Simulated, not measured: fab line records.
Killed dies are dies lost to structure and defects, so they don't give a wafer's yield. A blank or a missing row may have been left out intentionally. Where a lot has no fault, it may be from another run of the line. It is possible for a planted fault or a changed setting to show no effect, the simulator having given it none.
fab line records	flow n5-finfet	part 1 of 2: steps 1 to 4 of 6
record lots=23	wafers=69	last-day=17
route steps=1938 shown FIN_CUT@167 STI_FIN_REVEAL@184 DUMMY_GATE@218
lots with no fault: from the same line, run without faults
start-h: the number of hours between the record's first day and the start of the first shown wafer of the lot	wait-h: hours since the lot's step before	" identical to the entry in the row above	L1.1+2: a single row standing in for several wafers	- no value, or no start given	* or withheld: withheld	< > ~ a bound
route shown NAME@n: NAME is a module with steps in the file, n the number in the route of the first one	usual: mean and standard deviation over wafers with no fault	same: alike in all rows	chamber/n: place in a boat	sites: readings site by site	_std_site: their standard deviation	_edge_site: outer sites' mean less inner sites'	radius-mm: how far each site lies from the wafer's centre	mask NAME#n: copy n	behind: the most recent tool/chamber to have shaped the wafer	hold: cause of the lot's hold/its duration in hours/its outcome	device: whichever transistor did not switch (one of n, p or np)	end of line: the same wafers' tests at the end of the route	where a step has no rows: the recipe by itself	killed: not the wafer's yield, but the dies lost to structure and defects at the first sort	map: per-die view of a wafer (x killed, . not killed, _ where there is no die)
set.NAME: the setting that was run; set.NAME@STEP: the one run at that earlier step	model.NAME: the simulator's own value behind a step, which no gauge read
steps of the route over a sample of lots; a table a step, a row a wafer
services: the hour from which a tool's chamber was out of use, counted from the record's first day as start-h (under 0 if before that day), plus the number of hours and why
## steps
# step N5_FIN_CUT_ETCH_30
# recipe chemistry=N2/H2	target=underlayer	target-depth-a=130	mask-material=CAR-EUV	time-s=10.4	ion-energy-ev=200	pressure-mtorr=30	source-w=840	bias-w=150	n2-flow-sccm=200	h2-flow-sccm=200	ends=cleared
# usual drypump-motor-current-A=5.73/0.28	etch-rf-on-time-s=10.28/0.3	oes-product-au=0.66/0.068	rf-fwd-power-W=819.1/2.5	rf-vpp-V=523.6/2.2	showerhead-plenum-p-Torr=2.53/0.079	throttle-valve-pct=17.94/0.19
lot.wafer	tool	chamber	start-h	wait-h	drypump-motor-current-A	etch-rf-on-time-s	oes-product-au	rf-fwd-power-W	rf-hours-counter-h	rf-vpp-V	showerhead-plenum-p-Torr	throttle-valve-pct
L075.2	rie-diel-03	2	33.34	0.0	5.52	10.47	0.59	818.4	231	519.7	2.41	18.02
L075.3	"	1	"	"	6.23	10.08	0.65	818.3	140	522.4	2.45	18.00
L075.6	"	2	"	"	5.52	10.27	0.60	818.4	-	520.1	2.41	18.02
L076.2	rie-diel-06	1	39.10	0.0	5.92	10.74	0.66	816.8	124	527.7	2.67	17.91
L076.5	"	0	"	"	5.84	10.49	0.66	820.0	-	524.1	2.54	17.94
L076.6	"	2	"	"	5.54	10.69	0.61	817.3	-	523.0	2.55	17.84
L077.1	rie-diel-05	0	45.12	0.0	5.87	9.79	0.69	816.6	108	521.8	2.45	17.89
L077.2	"	1	"	"	5.74	10.25	0.67	820.0	122	524.8	2.54	17.47
L077.5	"	0	"	"	5.85	9.79	0.70	820.2	-	521.0	2.45	17.89
L078.2	rie-diel-05	2	50.42	0.0	5.60	9.72	0.81	823.4	19	525.4	2.59	17.61
L078.4	"	1	"	"	5.75	10.34	0.66	816.6	123	523.2	2.54	17.48
L078.6	"	2	"	"	5.59	9.78	0.81	821.4	-	526.2	2.59	17.62
L079.1	rie-diel-03	3	57.09	0.0	5.25	10.11	0.67	818.3	135	523.6	2.55	17.98
L079.2	"	1	"	"	6.24	9.99	0.64	825.6	148	520.9	2.44	18.02
L079.4	"	0	"	"	5.36	10.29	0.64	820.5	156	524.6	2.55	18.08
L080.2	rie-diel-06	0	62.71	0.0	5.83	10.51	0.65	824.5	116	523.5	2.54	17.97
L080.3	"	3	"	"	5.78	10.16	0.85	820.9	3	524.0	2.61	17.95
L080.6	"	2	"	"	5.53	10.62	0.61	820.4	-	524.4	2.54	17.85
L081.1	rie-diel-03	2	68.46	0.0	5.52	10.13	0.60	817.7	240	521.0	2.41	18.06
L081.3	"	1	"	"	6.23	9.85	0.66	822.0	152	522.2	2.44	18.00
L081.6	"	1	"	"	6.23	9.81	0.65	821.6	-	520.3	2.44	18.02
L082.2	rie-diel-05	0	77.41	0.0	5.84	9.81	0.69	819.9	113	521.2	2.45	17.88
L082.3	"	3	"	"	6.11	10.80	0.57	815.3	236	520.2	2.40	18.37
L082.6	"	3	"	"	6.14	10.79	0.57	818.3	-	521.4	2.40	18.38
L083.3	rie-diel-03	1	82.55	0.0	6.22	9.92	0.65	823.8	156	520.5	2.44	18.03
L083.4	"	2	"	"	5.54	10.25	0.60	819.5	244	519.5	2.40	18.05
L083.5	"	3	"	"	5.21	10.08	0.66	817.1	-	523.8	2.55	18.00
L084.1	rie-diel-03	0	87.76	0.0	5.37	10.63	0.63	818.6	165	523.7	2.54	18.09
L084.2	"	3	"	"	5.23	10.31	0.65	820.4	144	522.0	2.55	17.98
L084.4	"	1	"	"	6.23	10.07	0.64	817.2	158	521.5	2.44	18.02
L085.1	rie-diel-06	2	97.41	0.0	5.54	10.65	0.61	819.8	185	523.6	2.54	17.88
L085.4	"	3	"	"	5.79	10.32	0.83	822.9	14	523.4	2.60	17.96
L085.5	"	1	"	"	5.96	10.56	0.65	820.0	-	528.5	2.66	17.95
L086.2	rie-diel-06	2	99.17	0.0	5.51	10.57	0.62	817.4	185	524.2	2.54	17.87
L086.3	"	0	"	"	5.85	10.43	0.64	817.7	127	524.5	2.53	18.00
L086.4	"	1	"	"	5.97	10.49	0.65	822.6	147	526.6	2.66	17.95
L087.4	rie-diel-03	3	107.86	0.0	5.25	10.13	0.66	821.6	-	523.4	2.55	18.00
L087.5	"	1	"	"	6.23	10.03	0.64	822.6	-	520.8	2.44	18.03
L087.6	"	0	"	"	5.40	10.39	0.63	819.5	-	522.3	2.54	18.10
L088.2	rie-diel-06	0	112.16	0.0	5.84	10.43	0.65	820.9	131	524.4	2.53	17.99
L088.4	"	2	"	"	5.52	10.61	0.61	822.7	189	523.6	2.54	17.87
L088.6	"	2	"	"	5.52	10.69	0.60	821.3	-	520.5	2.54	17.89
L089.2	rie-diel-05	2	117.03	0.0	5.55	9.68	0.78	821.5	39	526.3	2.59	17.65
L089.3	"	3	"	"	6.07	10.66	0.57	818.6	247	518.1	2.40	18.40
L089.6	"	3	"	"	6.06	10.70	0.57	820.7	-	521.0	2.40	18.41
L090.4	rie-diel-03	2	124.75	0.0	5.55	10.17	0.59	817.6	250	520.5	2.40	18.07
L090.5	"	1	"	"	6.24	10.04	0.64	823.5	-	522.1	2.43	18.03
L090.6	"	0	"	"	5.38	10.44	0.62	822.9	-	523.0	2.54	18.11
L091.1	rie-diel-06	3	130.89	0.0	5.79	10.01	0.80	818.5	23	526.5	2.60	17.99
L091.4	"	2	"	"	5.53	10.66	0.60	819.7	194	523.8	2.54	17.89
L091.5	"	0	"	"	5.85	10.47	0.64	817.2	-	523.4	2.53	18.01
L092.1	rie-diel-03	3	136.92	0.0	5.25	10.17	0.65	812.7	162	522.8	2.54	18.02
L092.2	"	0	"	"	5.40	10.51	0.61	819.1	183	524.1	2.53	18.13
L092.4	"	0	"	"	5.40	10.54	0.62	817.1	-	522.9	2.53	18.12
L093.1	rie-diel-06	3	142.33	0.0	5.78	9.97	0.79	816.9	27	525.0	2.60	18.01
L093.3	"	1	"	"	5.87	10.41	0.64	813.5	160	526.1	2.65	17.97
L093.4	"	2	"	"	5.54	10.62	0.60	818.4	198	522.4	2.54	17.89
L094.4	rie-diel-06	0	146.96	0.0	5.84	10.43	0.63	815.3	142	524.4	2.53	18.02
L094.5	"	0	"	"	5.84	10.44	0.64	822.4	-	523.4	2.53	18.02
L094.6	"	1	"	"	5.96	10.46	0.64	816.4	-	526.6	2.65	17.97
L095.2	rie-diel-05	0	152.51	0.0	5.85	9.67	0.67	818.4	135	521.0	2.44	17.92
L095.3	"	1	"	"	5.74	10.28	0.64	822.3	152	524.0	2.53	17.51
L095.5	"	0	"	"	5.84	9.73	0.68	820.7	-	522.3	2.44	17.94
L096.1	rie-diel-05	2	158.09	0.0	5.58	9.71	0.77	819.6	49	525.3	2.58	17.67
L096.2	"	1	"	"	5.73	10.37	0.64	818.7	154	522.8	2.53	17.54
L096.3	"	0	"	"	5.85	9.80	0.68	815.5	137	521.1	2.44	17.94
L097.3	rie-diel-06	3	164.48	0.0	5.78	10.26	0.77	819.1	33	525.5	2.60	18.00
L097.4	"	2	"	"	5.52	10.61	0.59	818.3	204	523.9	2.53	17.91
L097.6	"	3	"	"	5.79	10.19	0.78	822.1	-	525.2	2.60	17.99
# step N5_STI_FIN_REVEAL_ALD_14
# recipe material=Si3N4	target-thk-a=30	temp-c=400	ald-precursor-family=SiH2I2	ald-co-reactant=N2/H2-plasma	pressure-torr=2
# usual heater-power-w=798/98
lot.wafer	tool	chamber	start-h	wait-h	heater-power-w
L075.2	ald-sin-01	3	34.33	0.0	739
L075.3	"	1	"	"	704
L075.6	"	1	"	"	690
L076.2	ald-sin-02	3	41.84	0.0	740
L076.5	"	3	"	"	747
L076.6	"	0	"	"	972
L077.1	ald-sin-03	2	47.23	0.0	833
L077.2	"	3	"	"	773
L077.5	"	0	"	"	753
L078.2	ald-sin-03	3	51.44	0.0	776
L078.4	"	2	"	"	852
L078.6	"	2	"	"	847
L079.1	ald-sin-03	3	58.05	0.0	785
L079.2	"	1	"	"	868
L079.4	"	0	"	"	734
L080.2	ald-sin-01	0	64.28	0.0	717
L080.3	"	1	"	"	704
L080.6	"	1	"	"	702
L081.1	ald-sin-01	3	69.63	0.0	726
L081.3	"	1	"	"	709
L081.6	"	0	"	"	716
L082.2	ald-sin-02	1	78.37	0.0	714
L082.3	"	3	"	"	743
L082.6	"	3	"	"	734
L083.3	ald-sin-01	1	84.00	0.0	703
L083.4	"	0	"	"	704
L083.5	"	0	"	"	718
L084.1	ald-sin-01	0	88.89	0.0	718
L084.2	"	2	"	"	962
L084.4	"	1	"	"	701
L085.1	ald-sin-02	0	100.36	0.0	967
L085.4	"	0	"	"	979
L085.5	"	1	"	"	692
L086.2	ald-sin-02	1	100.63	0.0	712
L086.3	"	3	"	"	733
L086.4	"	0	"	"	950
L087.4	ald-sin-02	2	109.05	0.0	738
L087.5	"	2	"	"	724
L087.6	"	1	"	"	698
L088.2	ald-sin-03	3	113.12	0.0	770
L088.4	"	2	"	"	844
L088.6	"	1	"	"	888
L089.2	ald-sin-01	1	118.07	0.0	684
L089.3	"	2	"	"	1011
L089.6	"	2	"	"	1021
L090.4	ald-sin-02	0	125.87	0.0	945
L090.5	"	3	"	"	757
L090.6	"	0	"	"	969
L091.1	ald-sin-03	0	131.85	0.0	739
L091.4	"	2	"	"	809
L091.5	"	1	"	"	879
L092.1	ald-sin-02	0	137.89	0.0	934
L092.2	"	3	"	"	731
L092.4	"	2	"	"	757
L093.1	ald-sin-02	1	143.36	0.0	709
L093.3	"	3	"	"	752
L093.4	"	2	"	"	738
L094.4	ald-sin-03	3	147.92	0.0	782
L094.5	"	1	"	"	868
L094.6	"	2	"	"	820
L095.2	ald-sin-02	0	153.47	0.0	943
L095.3	"	3	"	"	756
L095.5	"	2	"	"	743
L096.1	ald-sin-03	0	159.05	0.0	749
L096.2	"	1	"	"	886
L096.3	"	3	"	"	753
L097.3	ald-sin-02	0	166.24	0.0	974
L097.4	"	2	"	"	755
L097.6	"	0	"	"	982
# step N5_STI_FIN_REVEAL_THK_MEAS_05
# usual thk-nm=131.8/1
lot.wafer	tool	chamber	start-h	wait-h	thk-nm
L075.2	film-metro-02	-	39.68	-	133.3
L075.3	"	-	"	"	132.6
L075.6	"	-	"	"	132.5
L076.2	film-metro-01	-	47.78	-	132.1
L076.5	"	-	"	"	132.0
L076.6	"	-	"	"	132.0
L077.1	film-metro-01	-	53.70	-	131.3
L077.2	"	-	"	"	131.3
L077.5	"	-	"	"	132.0
L078.2	film-metro-02	-	56.77	-	130.0
L078.4	"	-	"	"	131.9
L078.6	"	-	"	"	130.5
L079.1	film-metro-01	-	63.40	-	130.5
L079.2	"	-	"	"	132.3
L079.4	"	-	"	"	132.7
L080.2	film-metro-02	-	69.61	-	132.6
L080.3	"	-	"	"	131.8
L080.6	"	-	"	"	133.1
L081.1	film-metro-01	-	74.99	-	131.2
L081.3	"	-	"	"	131.9
L081.6	"	-	"	"	133.3
L082.2	film-metro-01	-	83.70	-	130.0
L082.3	"	-	"	"	131.1
L082.6	"	-	"	"	132.0
L083.3	film-metro-01	-	89.34	-	132.4
L083.4	"	-	"	"	132.2
L083.5	"	-	"	"	131.8
L084.1	film-metro-02	-	94.22	-	131.9
L084.2	"	-	"	"	132.4
L084.4	"	-	"	"	132.8
L085.1	film-metro-01	-	105.70	-	132.2
L085.4	"	-	"	"	133.3
L085.5	"	-	"	"	133.2
L086.2	film-metro-02	-	105.97	-	132.1
L086.3	"	-	"	"	132.9
L086.4	"	-	"	"	131.4
L087.4	film-metro-02	-	114.39	-	132.4
L087.5	"	-	"	"	133.2
L087.6	"	-	"	"	131.9
L088.2	film-metro-01	-	118.45	-	133.9
L088.4	"	-	"	"	130.9
L088.6	"	-	"	"	132.6
L089.2	film-metro-01	-	123.40	-	131.1
L089.3	"	-	"	"	130.3
L089.6	"	-	"	"	131.8
L090.4	film-metro-01	-	131.20	-	133.0
L090.5	"	-	"	"	133.6
L090.6	"	-	"	"	131.2
L091.1	film-metro-01	-	137.20	-	130.7
L091.4	"	-	"	"	132.0
L091.5	"	-	"	"	131.0
L092.1	film-metro-02	-	143.23	-	130.7
L092.2	"	-	"	"	132.1
L092.4	"	-	"	"	130.9
L093.1	film-metro-01	-	148.70	-	130.9
L093.3	"	-	"	"	131.5
L093.4	"	-	"	"	131.8
L094.4	film-metro-01	-	153.27	-	132.2
L094.5	"	-	"	"	132.5
L094.6	"	-	"	"	130.9
L095.2	film-metro-02	-	158.82	-	130.8
L095.3	"	-	"	"	130.6
L095.5	"	-	"	"	132.0
L096.1	film-metro-02	-	164.39	-	132.3
L096.2	"	-	"	"	134.3
L096.3	"	-	"	"	133.7
L097.3	film-metro-01	-	171.59	-	130.2
L097.4	"	-	"	"	132.4
L097.6	"	-	"	"	133.5
# step N5_DUMMY_GATE_CMP_04
# recipe material=a-Si	post-cmp-clean=alkaline-brush
# usual motor-current-A=9.6/0.86	time-to-endpoint-s=15.0/2.1
lot.wafer	tool	chamber	start-h	wait-h	motor-current-A	time-to-endpoint-s
L075.2	cmp-02	1	47.73	0.1	10.7	16.9
L075.3	"	2	"	"	10.4	15.2
L075.6	"	1	"	"	10.5	18.7
L076.2	cmp-01	3	55.17	0.0	9.6	15.3
L076.5	"	3	"	"	9.4	16.9
L076.6	"	0	"	"	8.9	16.8
L077.2	cmp-03	3	61.53	0.0	9.3	15.5
L077.1	"	0	"	"	9.4	11.3
L077.5	"	0	"	"	10.3	12.3
L078.2	cmp-01	2	64.05	0.0	8.7	19.3
L078.4	"	3	"	"	9.9	15.9
L078.6	"	3	"	"	9.2	17.6
L079.2	cmp-02	1	70.68	0.1	10.5	14.3
L079.4	"	2	"	"	10.8	15.4
L079.1	"	3	"	"	10.0	10.5
L080.3	cmp-03	0	77.33	0.0	10.0	12.6
L080.2	"	2	"	"	10.6	11.8
L080.6	"	1	"	"	9.8	16.1
L081.3	cmp-03	0	82.42	0.1	10.2	13.4
L081.1	"	1	"	"	9.3	13.6
L081.6	"	2	"	"	10.3	12.5
L082.3	cmp-02	3	91.26	0.2	10.1	14.9
L082.2	"	2	"	"	10.6	14.6
L082.6	"	0	"	"	10.4	15.7
L083.4	cmp-01	1	98.21	0.0	8.3	17.0
L083.3	"	2	"	"	8.7	14.2
L083.5	"	2	"	"	8.6	15.2
L084.4	cmp-02	1	101.71	0.0	10.6	16.2
L084.1	"	2	"	"	9.9	14.5
L084.2	"	0	"	"	9.8	14.7
L085.4	cmp-03	0	113.05	0.1	9.7	11.2
L085.1	"	1	"	"	10.0	13.2
L085.5	"	2	"	"	10.6	11.7
L086.2	cmp-03	0	113.34	0.1	9.8	14.2
L086.4	"	1	"	"	9.8	12.6
L086.3	"	2	"	"	11.0	10.0
L087.4	cmp-02	3	121.86	0.0	9.7	12.3
L087.6	"	3	"	"	10.3	13.4
L087.5	"	0	"	"	10.1	16.1
L088.2	cmp-03	2	125.71	0.0	10.7	13.0
L088.4	"	0	"	"	10.0	14.5
L088.6	"	3	"	"	9.5	14.8
L089.2	cmp-01	0	130.70	0.0	8.9	13.6
L089.3	"	2	"	"	8.6	16.2
L089.6	"	0	"	"	8.6	13.6
L090.4	cmp-03	0	138.73	0.1	10.0	12.4
L090.6	"	2	"	"	10.4	14.6
L090.5	"	3	"	"	9.2	16.8
L091.1	cmp-02	2	144.53	0.0	10.8	17.3
L091.4	"	3	"	"	9.6	16.0
L091.5	"	3	"	"	10.3	15.1
L092.4	cmp-01	0	150.86	0.0	8.4	15.4
L092.1	"	1	"	"	8.5	17.2
L092.2	"	2	"	"	8.4	15.0
L093.3	cmp-01	0	156.06	0.0	8.6	14.8
L093.1	"	2	"	"	8.7	16.9
L093.4	"	3	"	"	10.3	13.4
L094.4	cmp-01	1	160.72	0.1	8.4	16.6
L094.5	"	3	"	"	9.4	12.7
L094.6	"	0	"	"	8.5	16.9
L095.3	cmp-02	0	166.07	0.0	10.1	14.2
L095.2	"	1	"	"	10.8	16.5
L095.5	"	0	"	"	10.2	14.2
L096.2	cmp-02	1	173.62	0.0	10.7	14.2
L096.3	"	2	"	"	10.2	13.1
L096.1	"	3	"	"	10.5	12.9
L097.3	cmp-01	0	178.89	0.1	9.1	19.4
L097.4	"	1	"	"	8.5	17.5
L097.6	"	3	"	"	9.7	16.7
